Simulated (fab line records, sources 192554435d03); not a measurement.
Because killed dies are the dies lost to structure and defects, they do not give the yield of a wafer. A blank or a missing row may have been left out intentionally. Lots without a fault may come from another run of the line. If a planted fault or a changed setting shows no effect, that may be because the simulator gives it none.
fab line records | flow n5_finfet
record lots=8 | wafers=24 | last_day=19
route steps=1938 shown BEOL_M4@1111 BEOL_M14@1731 PASSIVATION@1936
lots that met no fault: taken from a fault-free run of the same line
start_h: hours from the record's opening day to when the first of the lot's shown wafers began | wait_h: hours elapsed since this lot's preceding step | " repeats the value in the row above | L1.1+2: one row covering several wafers at once | - no value, or no start given | * or withheld: withheld | < > ~ a bound
route shown NAME@n: names a module that has steps shown in the file, with the first one's number in the route | usual: mean/standard deviation taken from wafers without a fault | same: alike in all rows | chamber/n: place in a boat | sites: each site's reading | _std_site: how widely they spread, as a standard deviation | _edge_site: the outer-site mean with the inner-site mean subtracted | radius_mm: for every site, how far away it sits from the centre of the wafer | mask NAME#n: copy n | behind: the tool/chamber that last shaped the wafer | hold: what put the lot on hold/how long, in hours/how the hold closed | device: which transistor (n, p or np) failed to switch | end of line: tests run on the same wafers once the route is complete | where a step has no rows: the recipe by itself | killed: the dies lost at the first sort to structure and to defects; this is not the yield of the wafer | map: per-die view of a wafer (x killed, . not killed, _ where there is no die)
set.NAME: setting as actually run; set.NAME@STEP: the setting as run at that earlier step | model.NAME: the simulator's own value behind a step, which no gauge read
steps of the route over a sample of lots; a table a step, a row a wafer
services: when a tool's chamber went out of use (start_h, in hours from the record's first day, below 0 if earlier), for how many hours, and the reason
## steps
# step N5_BEOL_M4_RC_MEAS_101
# usual DIBL_N=36.0/1.7 | DIBL_P=36.2/1.9 | IOFF_N=0.154/0.028 | IOFF_P=0.21/0.036 | ION_N=675/11 | ION_P=463/8.3 | SS_N=71.4/0.63 | SS_P=73.2/0.55 | VT_N=250.2/3 | VT_P=-251/3.7
lot.wafer | tool      | chamber | start_h | wait_h | DIBL_N[mV/V] | DIBL_P[mV/V] | IOFF_N[nA/um] | IOFF_P[nA/um] | ION_N[uA/um] | ION_P[uA/um] | SS_N[mV/dec] | SS_P[mV/dec] | VT_N[mV] | VT_P[mV]
L267.1    | prober-01 | 0       | 276.31  | 0.0    | 32.5         | 32.9         | 0.102         | 0.15          | 657          | 452          | 70.8         | 71.7         | 255.7    | -254
L267.3    | "         | 0       | "       | "      | 35.8         | 37.7         | 0.158         | 0.21          | 673          | 465          | 71.1         | 73.0         | 249.3    | -248
L267.4    | "         | 0       | "       | "      | 33.1         | 34.8         | 0.113         | 0.17          | 662          | 463          | 70.6         | 72.3         | 252.1    | -254
L269.1    | prober-02 | 0       | 291.63  | 0.0    | 38.4         | 38.3         | 0.186         | 0.21          | 689          | 457          | 71.5         | 73.9         | 247.5    | -252
L269.3    | "         | 0       | "       | "      | 36.0         | 35.2         | 0.135         | 0.17          | 667          | 452          | 71.5         | 73.1         | 250.2    | -253
L269.4    | "         | 0       | "       | "      | 37.1         | 35.5         | 0.162         | 0.18          | 677          | 456          | 71.9         | 73.5         | 250.1    | -255
L272.1    | prober-02 | 0       | 296.73  | 0.0    | 33.4         | 33.4         | 0.116         | 0.18          | 651          | 457          | 70.2         | 72.5         | 254.3    | -250
L272.2    | "         | 0       | "       | "      | 36.1         | 36.3         | 0.161         | 0.22          | 667          | 461          | 71.7         | 73.4         | 250.3    | -248
L272.5    | "         | 0       | "       | "      | 36.1         | 36.0         | 0.152         | 0.21          | 667          | 459          | 72.3         | 72.6         | 252.9    | -251
L261.3    | prober-01 | 0       | 307.21  | 0.3    | 34.5         | 35.1         | 0.143         | 0.19          | 664          | 458          | 71.8         | 73.2         | 250.0    | -254
L261.4    | "         | 0       | "       | "      | 36.8         | 38.3         | 0.181         | 0.23          | 683          | 470          | 71.7         | 74.0         | 249.0    | -251
L261.6    | "         | 0       | "       | "      | 37.0         | 39.3         | 0.202         | 0.26          | 688          | 469          | 72.3         | 73.5         | 244.7    | -247
L274.2    | prober-02 | 0       | 310.04  | 0.2    | 35.8         | 34.7         | 0.133         | 0.21          | 668          | 463          | 70.8         | 73.0         | 252.7    | -247
L274.3    | "         | 0       | "       | "      | 36.9         | 37.0         | 0.160         | 0.25          | 669          | 465          | 71.2         | 73.9         | 245.8    | -246
L274.5    | "         | 0       | "       | "      | 35.5         | 34.6         | 0.142         | 0.22          | 665          | 466          | 70.7         | 72.5         | 247.8    | -248
L280.2    | prober-02 | 0       | 342.68  | 0.2    | 37.4         | 39.0         | 0.203         | 0.29          | 690          | 476          | 71.6         | 74.1         | 243.0    | -243
L280.5    | "         | 0       | "       | "      | 37.1         | 37.7         | 0.182         | 0.27          | 676          | 471          | 71.2         | 73.0         | 246.8    | -244
L280.6    | "         | 0       | "       | "      | 34.3         | 34.6         | 0.134         | 0.21          | 668          | 466          | 70.7         | 72.8         | 252.2    | -243
L281.2    | prober-01 | 0       | 344.31  | 0.2    | 36.7         | 35.6         | 0.158         | 0.24          | 666          | 465          | 71.5         | 73.4         | 252.7    | -247
L281.5    | "         | 0       | "       | "      | 37.2         | 37.2         | 0.174         | 0.26          | 677          | 471          | 71.2         | 73.7         | 247.7    | -243
L281.6    | "         | 0       | "       | "      | 36.0         | 34.8         | 0.164         | 0.23          | 686          | 477          | 71.5         | 73.0         | 248.4    | -247
L282.1    | prober-02 | 0       | 347.04  | 0.0    | 36.1         | 36.9         | 0.145         | 0.21          | 660          | 455          | 71.4         | 73.0         | 253.2    | -253
L282.5    | "         | 0       | "       | "      | 35.9         | 34.8         | 0.148         | 0.19          | 662          | 456          | 71.4         | 72.7         | 252.0    | -252
L282.6    | "         | 0       | "       | "      | 37.9         | 39.6         | 0.192         | 0.25          | 697          | 471          | 72.3         | 73.9         | 247.7    | -249
# step N5_BEOL_M14_VIA_ETCH_16
# recipe chemistry=C4F8/O2/Ar | target=SiO2 | he_inner_torr=15 | he_outer_torr=30 | target_depth_a=12313 | time_s=withheld | ion_energy_ev=800 | pressure_mtorr=20 | source_w=1905 | bias_w=2040 | Ar_flow_sccm=400 | C4F8_flow_sccm=16 | O2_flow_sccm=12 | ends=cleared
# usual C4F8_flow_sccm=16.01/0.047 | O2_flow_sccm=12.00/0.037 | drypump_motor_current_A=5.9/0.48 | oes_product_au=0.72/0.072 | rf_vpp_V=2201/38 | showerhead_plenum_p_Torr=3.38/0.12 | throttle_valve_pct=30.85/0.24
lot.wafer | tool        | chamber | start_h | wait_h | C4F8_flow_sccm | O2_flow_sccm | drypump_motor_current_A | oes_product_au | rf_vpp_V | showerhead_plenum_p_Torr | throttle_valve_pct
L267.1    | rie_diel-01 | 0       | 362.42  | 0.1    | 15.92          | 11.95        | 6.2                     | 0.65           | 2155     | 3.27                     | 31.00
L267.3    | "           | 0       | "       | "      | 15.89          | 11.97        | 6.2                     | 0.65           | 2155     | 3.27                     | 31.00
L267.4    | "           | 2       | "       | "      | 15.92          | 12.01        | 5.4                     | 0.87           | 2265     | 3.51                     | 30.90
L269.1    | rie_diel-01 | 2       | 381.39  | 0.0    | 16.02          | 12.03        | 5.4                     | 0.84           | 2264     | 3.51                     | 30.93
L269.3    | "           | 0       | "       | "      | 16.07          | 11.99        | 6.2                     | 0.64           | 2156     | 3.27                     | 31.02
L269.4    | "           | 3       | "       | "      | 16.03          | 11.97        | 5.1                     | 0.64           | 2199     | 3.12                     | 30.42
L272.1    | rie_diel-01 | 0       | 383.51  | 0.0    | 15.95          | 12.01        | 6.2                     | 0.63           | 2154     | 3.27                     | 31.01
L272.2    | "           | 2       | "       | "      | 16.00          | 11.97        | 5.4                     | 0.84           | 2264     | 3.51                     | 30.91
L272.5    | "           | 1       | "       | "      | 16.09          | 12.00        | 6.5                     | 0.70           | 2172     | 3.33                     | 30.58
L274.2    | rie_diel-03 | 0       | 387.33  | 0.0    | 16.03          | 12.02        | 6.0                     | 0.69           | 2213     | 3.32                     | 31.08
L274.3    | "           | 3       | "       | "      | 15.96          | 12.04        | 5.6                     | 0.79           | 2273     | 3.51                     | 31.17
L274.5    | "           | 3       | "       | "      | 15.98          | 11.94        | 5.6                     | 0.79           | 2270     | 3.51                     | 31.19
L261.3    | rie_diel-01 | 2       | 388.91  | 0.0    | 16.04          | 11.98        | 5.4                     | 0.85           | 2264     | 3.51                     | 30.94
L261.4    | "           | 3       | "       | "      | 16.02          | 12.03        | 5.1                     | 0.63           | 2198     | 3.12                     | 30.45
L261.6    | "           | 0       | "       | "      | 16.07          | 12.03        | 6.2                     | 0.64           | 2154     | 3.27                     | 31.02
L280.2    | rie_diel-05 | 2       | 421.25  | 0.0    | 16.00          | 11.98        | 5.6                     | 0.84           | 2224     | 3.50                     | 30.68
L280.5    | "           | 2       | "       | "      | 16.01          | 11.98        | 5.6                     | 0.83           | 2225     | 3.50                     | 30.67
L280.6    | "           | 3       | "       | "      | 16.02          | 11.96        | 5.6                     | 0.73           | 2207     | 3.36                     | 30.65
L281.2    | rie_diel-03 | 2       | 430.38  | 0.0    | 16.00          | 11.93        | 6.7                     | 0.69           | 2158     | 3.47                     | 31.25
L281.5    | "           | 3       | "       | "      | 15.97          | 12.04        | 5.6                     | 0.77           | 2270     | 3.50                     | 31.19
L281.6    | "           | 2       | "       | "      | 16.07          | 11.96        | 6.7                     | 0.69           | 2160     | 3.47                     | 31.25
L282.1    | rie_diel-01 | 1       | 435.68  | 0.0    | 16.02          | 11.96        | 6.5                     | 0.67           | 2169     | 3.32                     | 30.58
L282.5    | "           | 2       | "       | "      | 16.03          | 11.94        | 5.4                     | 0.81           | 2262     | 3.50                     | 30.94
L282.6    | "           | 0       | "       | "      | 15.97          | 11.99        | 6.2                     | 0.63           | 2153     | 3.26                     | 31.02
# step N5_BEOL_M14_ETCH_67
# recipe chemistry=CF4 | target=SiARC | target_depth_a=1430 | time_s=238.3 | ion_energy_ev=80 | pressure_mtorr=40 | source_w=545 | bias_w=36 | Ar_flow_sccm=100 | cf4_flow_sccm=100 | ends=cleared
# usual bias_w=36.01/0.12 | cf4_flow_sccm=99.98/0.27 | drypump_motor_current_A=5.9/0.51 | etch_rf_on_time_s=238/5.7 | oes_product_au=0.69/0.066 | rf_vpp_V=183.7/1.2 | showerhead_plenum_p_Torr=2.11/0.073 | throttle_valve_pct=15.62/0.19
lot.wafer | tool        | chamber | start_h | wait_h | bias_w | cf4_flow_sccm | drypump_motor_current_A | etch_rf_on_time_s | oes_product_au | rf_hours_counter_h | rf_vpp_V | showerhead_plenum_p_Torr | throttle_valve_pct
L267.1    | rie_diel-01 | 1       | 363.47  | 0.0    | 35.99  | 99.90         | 6.5                     | 234               | 0.67           | 104                | 183.6    | 2.08                     | 15.34
L267.3    | "           | 3       | "       | "      | 36.02  | 100.18        | 5.1                     | 242               | 0.61           | 224                | 182.6    | 1.94                     | 15.56
L267.4    | "           | 0       | "       | "      | 36.15  | 99.90         | 6.3                     | 252               | 0.59           | 208                | 183.5    | 2.04                     | 15.86
L269.1    | rie_diel-01 | 1       | 382.32  | 0.0    | -      | -             | -                       | -                 | -              | -                  | -        | -                        | -
L269.3    | "           | 0       | "       | "      | -      | -             | -                       | -                 | -              | -                  | -        | -                        | -
L269.4    | "           | 2       | "       | "      | -      | -             | -                       | -                 | -              | -                  | -        | -                        | -
L272.1    | rie_diel-01 | 0       | 384.31  | 0.0    | -      | -             | -                       | -                 | -              | -                  | -        | -                        | -
L272.2    | "           | 3       | "       | "      | -      | -             | -                       | -                 | -              | -                  | -        | -                        | -
L272.5    | "           | 0       | "       | "      | -      | -             | -                       | -                 | -              | -                  | -        | -                        | -
L274.2    | rie_diel-01 | 2       | 388.28  | 0.0    | 36.18  | 99.80         | 5.4                     | 233               | 0.80           | 21                 | 184.8    | 2.18                     | 15.40
L274.3    | "           | 0       | "       | "      | 35.88  | 99.87         | 6.2                     | 247               | 0.60           | 217                | 182.8    | 2.04                     | 15.87
L274.5    | "           | 1       | "       | "      | 35.96  | 100.25        | 6.5                     | 230               | 0.66           | -                  | 182.5    | 2.08                     | 15.38
L261.3    | rie_diel-03 | 0       | 389.83  | 0.0    | 36.04  | 99.77         | 6.0                     | 242               | 0.65           | 131                | 185.4    | 2.07                     | 15.76
L261.4    | "           | 2       | "       | "      | 35.92  | 99.79         | 6.7                     | 233               | 0.67           | 119                | 183.9    | 2.16                     | 15.84
L261.6    | "           | 3       | "       | "      | 36.10  | 100.00        | 5.6                     | 238               | 0.75           | -                  | 185.6    | 2.18                     | 15.76
L280.2    | rie_diel-03 | 3       | 422.33  | 0.0    | 36.02  | 100.30        | 5.6                     | 240               | 0.74           | 50                 | 185.0    | 2.18                     | 15.79
L280.5    | "           | 2       | "       | "      | 35.92  | 99.82         | 6.7                     | 232               | 0.66           | -                  | 185.5    | 2.15                     | 15.86
L280.6    | "           | 3       | "       | "      | 36.01  | 100.46        | 5.6                     | 237               | 0.74           | -                  | 184.2    | 2.18                     | 15.78
L281.2    | rie_diel-01 | 2       | 431.31  | 0.0    | 36.06  | 99.93         | 5.4                     | 233               | 0.77           | 37                 | 184.3    | 2.17                     | 15.45
L281.5    | "           | 2       | "       | "      | 36.09  | 99.96         | 5.4                     | 234               | 0.77           | -                  | 184.9    | 2.17                     | 15.44
L281.6    | "           | 0       | "       | "      | 35.99  | 100.37        | 6.2                     | 249               | 0.59           | -                  | 182.6    | 2.03                     | 15.91
L282.1    | rie_diel-03 | 2       | 436.60  | 0.0    | 36.17  | 100.20        | 6.7                     | 231               | 0.66           | 135                | 184.8    | 2.15                     | 15.85
L282.5    | "           | 3       | "       | "      | 35.95  | 99.73         | 5.6                     | 239               | 0.73           | -                  | 183.6    | 2.18                     | 15.80
L282.6    | "           | 0       | "       | "      | 35.80  | 99.77         | 6.0                     | 240               | 0.65           | -                  | 182.5    | 2.06                     | 15.79
# step N5_BEOL_M14_OCD_MEAS_35
# usual trench_depth_nm=557/14
lot.wafer | tool   | chamber | start_h | wait_h | trench_depth_nm
L267.1    | ocd-02 | -       | 364.05  | 0.0    | 565
L267.3    | "      | -       | "       | "      | 544
L267.4    | "      | -       | "       | "      | 526
L269.1    | ocd-01 | -       | 382.90  | 0.0    | -
L269.3    | "      | -       | "       | "      | -
L269.4    | "      | -       | "       | "      | -
L272.1    | ocd-02 | -       | 384.89  | 0.0    | -
L272.2    | "      | -       | "       | "      | -
L272.5    | "      | -       | "       | "      | -
L274.2    | ocd-01 | -       | 388.85  | 0.0    | 566
L274.3    | "      | -       | "       | "      | 538
L274.5    | "      | -       | "       | "      | 576
L261.3    | ocd-01 | -       | 390.41  | 0.0    | 553
L261.4    | "      | -       | "       | "      | 570
L261.6    | "      | -       | "       | "      | 559
L280.2    | ocd-02 | -       | 422.90  | 0.0    | 553
L280.5    | "      | -       | "       | "      | 571
L280.6    | "      | -       | "       | "      | 554
L281.2    | ocd-01 | -       | 431.88  | 0.0    | 561
L281.5    | "      | -       | "       | "      | 559
L281.6    | "      | -       | "       | "      | 525
L282.1    | ocd-01 | -       | 437.18  | 0.0    | 573
L282.5    | "      | -       | "       | "      | 554
L282.6    | "      | -       | "       | "      | 550
# step N5_BEOL_M14_ETCH_38
# recipe chemistry=CF4/N2 | target=SiCN | target_depth_a=1065 | taper_deg=2 | time_s=120.6 | ion_energy_ev=150 | mask_material=SiO2 | pressure_mtorr=40 | source_w=430 | bias_w=70 | Ar_flow_sccm=100 | cf4_flow_sccm=60 | n2_flow_sccm=60
# usual bias_w=70.03/0.19 | cf4_flow_sccm=60.00/0.16 | drypump_motor_current_A=5.8/0.44 | oes_product_au=0.80/0.077 | rf_vpp_V=381.4/1.9 | showerhead_plenum_p_Torr=2.17/0.077 | throttle_valve_pct=15.40/0.19
lot.wafer | tool        | chamber | start_h | wait_h | bias_w | cf4_flow_sccm | drypump_motor_current_A | oes_product_au | rf_hours_counter_h | rf_vpp_V | showerhead_plenum_p_Torr | throttle_valve_pct
L267.1    | rie_diel-01 | 1       | -       | -      | 70.19  | 59.89         | 6.4                     | 0.78           | 105                | 381.0    | 2.15                     | 15.19
L267.3    | "           | 3       | "       | "      | 70.13  | 59.96         | 5.1                     | 0.71           | 225                | 377.1    | 2.00                     | 15.39
L267.4    | "           | 2       | "       | "      | 69.97  | 59.76         | 5.4                     | 0.95           | 11                 | 383.7    | 2.25                     | 15.22
L269.1    | rie_diel-03 | 2       | -       | -      | 70.03  | 60.14         | 6.7                     | 0.78           | 117                | 383.4    | 2.23                     | 15.67
L269.3    | "           | 1       | "       | "      | 70.02  | 59.80         | 6.5                     | 0.78           | 99                 | 382.2    | 2.22                     | 15.31
L269.4    | "           | 0       | "       | "      | 70.08  | 59.92         | 6.0                     | 0.77           | 129                | 380.2    | 2.13                     | 15.56
L272.1    | rie_diel-01 | 3       | -       | -      | 69.86  | 59.96         | 5.1                     | 0.71           | 233                | 377.4    | 1.99                     | 15.43
L272.2    | "           | 2       | "       | "      | 70.16  | 59.94         | 5.4                     | 0.94           | 20                 | 383.2    | 2.25                     | 15.24
L272.5    | "           | 0       | "       | "      | 69.76  | 59.74         | 6.2                     | 0.69           | -                  | 380.0    | 2.09                     | 15.68
L274.2    | rie_diel-05 | 2       | -       | -      | 69.93  | 60.12         | 5.6                     | 1.00           | 0                  | 384.2    | 2.27                     | 15.24
L274.3    | "           | 0       | "       | "      | 69.87  | 60.10         | 5.4                     | 0.78           | 118                | 382.3    | 2.23                     | 15.46
L274.5    | "           | 3       | "       | "      | 69.85  | 59.89         | 5.5                     | 0.83           | -                  | 381.0    | 2.15                     | 15.18
L261.3    | rie_diel-05 | 3       | -       | -      | 70.03  | 59.89         | 5.5                     | 0.83           | 72                 | 380.4    | 2.15                     | 15.16
L261.4    | "           | 2       | "       | "      | 70.38  | 59.85         | 5.6                     | 0.99           | 1                  | 384.5    | 2.27                     | 15.24
L261.6    | "           | 3       | "       | "      | 69.88  | 60.09         | 5.5                     | 0.83           | -                  | 380.1    | 2.15                     | 15.16
L280.2    | rie_diel-01 | 3       | -       | -      | 70.18  | 60.34         | 5.1                     | 0.69           | 250                | 377.1    | 1.99                     | 15.44
L280.5    | "           | 3       | "       | "      | 69.66  | 60.15         | 5.1                     | 0.70           | -                  | 376.4    | 1.99                     | 15.44
L280.6    | "           | 1       | "       | "      | 70.02  | 59.90         | 6.4                     | 0.76           | -                  | 380.9    | 2.14                     | 15.25
L281.2    | rie_diel-05 | 3       | -       | -      | 70.20  | 60.38         | 5.5                     | 0.80           | 84                 | 382.0    | 2.15                     | 15.17
L281.5    | "           | 2       | "       | "      | 70.18  | 59.98         | 5.7                     | 0.93           | -                  | 383.6    | 2.26                     | 15.27
L281.6    | "           | 3       | "       | "      | 69.83  | 59.97         | 5.5                     | 0.81           | -                  | 379.4    | 2.15                     | 15.19
L282.1    | rie_diel-01 | 2       | -       | -      | 69.86  | 60.23         | 5.4                     | 0.90           | 40                 | 383.5    | 2.24                     | 15.28
L282.5    | "           | 1       | "       | "      | 70.06  | 60.17         | 6.5                     | 0.75           | -                  | 379.6    | 2.14                     | 15.26
L282.6    | "           | 0       | "       | "      | 69.87  | 59.79         | 6.2                     | 0.69           | -                  | 380.8    | 2.09                     | 15.73
# step N5_BEOL_M14_SPUTTER_44
# recipe material=Ta | target_thk_a=150 | temp_c=50 | bias_v=80 | power_w=15000 | chamber_pressure_pa=0.07 | time_s=24.19
# usual throttle_valve_pct=30.2/0.75
lot.wafer | tool           | chamber | start_h | wait_h | throttle_valve_pct
L267.1    | pvd_sputter-02 | -       | 366.07  | 0.0    | 31.1
L267.3    | "              | -       | "       | "      | 30.2
L267.4    | "              | -       | "       | "      | 29.1
L269.1    | pvd_sputter-03 | -       | 384.49  | 0.0    | 29.6
L269.3    | "              | -       | "       | "      | 30.1
L269.4    | "              | -       | "       | "      | 30.9
L272.1    | pvd_sputter-03 | -       | 385.76  | 0.0    | 31.3
L272.2    | "              | -       | "       | "      | 29.5
L272.5    | "              | -       | "       | "      | 29.7
L274.2    | pvd_sputter-02 | -       | 390.06  | 0.0    | 28.9
L274.3    | "              | -       | "       | "      | 30.3
L274.5    | "              | -       | "       | "      | 31.0
L261.3    | pvd_sputter-03 | -       | 394.96  | 0.0    | 31.1
L261.4    | "              | -       | "       | "      | 30.3
L261.6    | "              | -       | "       | "      | 29.2
L280.2    | pvd_sputter-01 | -       | 425.46  | 0.0    | 30.8
L280.5    | "              | -       | "       | "      | 30.6
L280.6    | "              | -       | "       | "      | 31.2
L281.2    | pvd_sputter-02 | -       | 433.28  | 0.0    | 29.0
L281.5    | "              | -       | "       | "      | 30.4
L281.6    | "              | -       | "       | "      | 30.6
L282.1    | pvd_sputter-01 | -       | 439.31  | 0.0    | 29.2
L282.5    | "              | -       | "       | "      | 29.1
L282.6    | "              | -       | "       | "      | 31.4
# step N5_PASSIVATION_PROBE_49
# usual defect_limited_yield=90.9/1.4 | killed_at_M0_to_M3=38/11 | killed_at_M4_up=13/5.9 | killed_at_contacts=14/6.4 | killed_at_front_end=38/11 | killed_at_other=3.3/2.5 | killed_dies=107/16 | killed_on_rim=14/3.6 | killed_open=70/12 | killed_short=35/7.7 | sort_bin_5_function=5.3/0.94 | sort_bin_6_memory=3.5/0.7 | sort_bin_8_speed=0.00/0.007 | sort_n_pass=1073/16 | sort_yield_pct=90.9/1.4
# same gross_dies=1180 | killed_at_back_side=0 | sort_bin_4_leakage[%]=0
lot.wafer | tool      | chamber | start_h | wait_h | defect_limited_yield[%] | killed_at_M0_to_M3 | killed_at_M4_up | killed_at_contacts | killed_at_front_end | killed_at_other | killed_dies | killed_on_rim | killed_open | killed_short | sort_bin_5_function[%] | sort_bin_6_memory[%] | sort_bin_8_speed[%] | sort_n_pass | sort_yield_pct[%]
L269.1    | prober-02 | -       | 406.66  | 0.0    | 0                       | 37                 | 1085            | 9                  | 39                  | 10              | 1180        | 152           | 57          | 49           | 96.0                   | 3.4                  | 0                   | 0           | 0
L269.3    | prober-02 | -       | 406.76  | 0.1    | 0                       | 39                 | 1091            | 8                  | 40                  | 2               | 1180        | 152           | 65          | 31           | 96.8                   | 3.1                  | 0                   | 0           | 0
L269.4    | prober-02 | -       | 406.81  | 0.2    | 0                       | 41                 | 1079            | 12                 | 46                  | 2               | 1180        | 152           | 69          | 39           | 95.9                   | 3.6                  | 0                   | 0           | 0
L272.1    | prober-02 | -       | 414.64  | 0.0    | 0                       | 28                 | 1104            | 10                 | 37                  | 1               | 1180        | 152           | 57          | 26           | 97.6                   | 2.1                  | 0                   | 0           | 0
L272.2    | prober-02 | -       | 414.69  | 0.1    | 0                       | 24                 | 1074            | 23                 | 58                  | 1               | 1180        | 152           | 95          | 26           | 95.3                   | 4.7                  | 0                   | 0           | 0
L272.5    | prober-02 | -       | 414.84  | 0.2    | 0                       | 24                 | 1093            | 12                 | 49                  | 2               | 1180        | 152           | 59          | 38           | 96.4                   | 3.6                  | 0                   | 0           | 0
# killed by level:class
L269.1 BEOL_M14:area_etch=1074 FIN_SAQP:geometric_particle:short=9 FIN_SAQP:geometric_particle:open=7 MOL_CONTACT_COAG:geometric_particle:open=7 MIM_TOP_ETCH:geometric_particle:short=6 DUMMY_GATE:geometric_particle:open=5 GATE_CUT:geometric_particle:short=5 BEOL_M0_SAQP:geometric_particle:open=5
L269.3 BEOL_M14:area_etch=1083 BEOL_M0_SAQP:geometric_particle:open=9 BEOL_M1:geometric_particle:open=9 FIN_SAQP:geometric_particle:open=8 DUMMY_GATE:geometric_particle:open=7 BEOL_M0_SAQP:geometric_particle:short=7 MOL_CONTACT_COAG:geometric_particle:open=6 BEOL_M3:geometric_particle:open=6
L269.4 BEOL_M14:area_etch=1070 STI_FIN_REVEAL:geometric_particle:open=16 BEOL_M3:geometric_particle:open=14 MOL_CONTACT_COAG:geometric_particle:open=8 FIN_SAQP:geometric_particle:short=7 FIN_SAQP:geometric_particle:open=5 GATE_CUT:geometric_particle:short=5 BEOL_M0:geometric_particle:open=5
L272.1 BEOL_M14:area_etch=1097 BEOL_M0_SAQP:geometric_particle:open=10 STI_FIN_REVEAL:geometric_particle:open=9 FIN_SAQP:geometric_particle:short=7 BEOL_M0_SAQP:geometric_particle:short=7 MOL_CONTACT_COAG:geometric_particle:open=7 GATE_CUT:geometric_particle:open=6 BEOL_M1:geometric_particle:open=5
L272.2 BEOL_M14:area_etch=1059 MOL_CONTACT_COAG:geometric_particle:open=21 STI_FIN_REVEAL:geometric_particle:open=18 FIN_SAQP:geometric_particle:open=9 DUMMY_GATE:geometric_particle:open=9 FIN_SAQP:geometric_particle:short=6 BEOL_M0_SAQP:geometric_particle:open=5 BEOL_M3:geometric_particle:open=5
L272.5 BEOL_M14:area_etch=1083 STI_FIN_REVEAL:geometric_particle:open=12 FIN_SAQP:geometric_particle:short=10 MOL_CONTACT_COAG:geometric_particle:open=8 BEOL_M2:geometric_particle:open=7 GATE_CUT:geometric_particle:short=6 BEOL_M5:geometric_particle:open=6 FIN_SAQP:geometric_particle:open=5
## services
tool           | chamber | start_h | hours | kind
rie_diel-01    | 1       | 341.15  | 22.0  | repair
rie_diel-05    | 2       | 349.12  | 1.4   | repair
rie_diel-05    | 2       | 372.64  | -     | clean
rie_diel-05    | 2       | 372.64  | -     | consumable_replace:focus_ring
rie_diel-05    | 2       | 372.64  | 15.4  | scheduled_down
rie_diel-05    | 2       | 372.64  | 15.4  | vent_cycle
rie_diel-05    | 3       | 395.52  | 5.8   | repair
rie_diel-01    | 2       | 422.68  | 5.6   | repair
rie_diel-01    | 3       | 428.27  | -     | clean
rie_diel-01    | 3       | 428.27  | -     | consumable_replace:focus_ring
rie_diel-01    | 3       | 428.27  | -     | consumable_replace:showerhead
rie_diel-01    | 3       | 428.27  | 18.9  | scheduled_down
rie_diel-01    | 3       | 428.27  | 18.9  | vent_cycle
pvd_sputter-01 | -       | 430.44  | 0.9   | repair
## key
first_sign step=N5_BEOL_M14_ETCH_67 | reading=tool_record | direction=missing
effect step=N5_BEOL_M14_OCD_MEAS_35 | reading=trench_depth_nm | direction=missing
effect step=N5_PASSIVATION_PROBE_49 | reading=killed_at_M4_up | direction=up | sigmas=99+ | usual=13 | struck=1088
more_kills_born_at N5_BEOL_M14_ETCH_67@rie_diel-01=6466
met_at N5_BEOL_M14_ETCH_67
struck_lots L269,L272
later_rows_left_out L269.1,L269.3,L269.4,L272.1,L272.2,L272.5
not_acting_at N5_BEOL_M14_VIA_ETCH_16,N5_BEOL_M14_ETCH_38,N5_BEOL_M14_SPUTTER_44
onset_between 363.47 382.32
fault kind=skipped_step_whole | tool=rie_diel-01 | chamber=- | onset_h=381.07 | steps=N5_BEOL_M14_ETCH_67 | scope=struck_lots_only
# later_rows_left_out: the simulator's readings of these wafers behind a module that went badly wrong aren't trusted and aren't shown, but for the sort
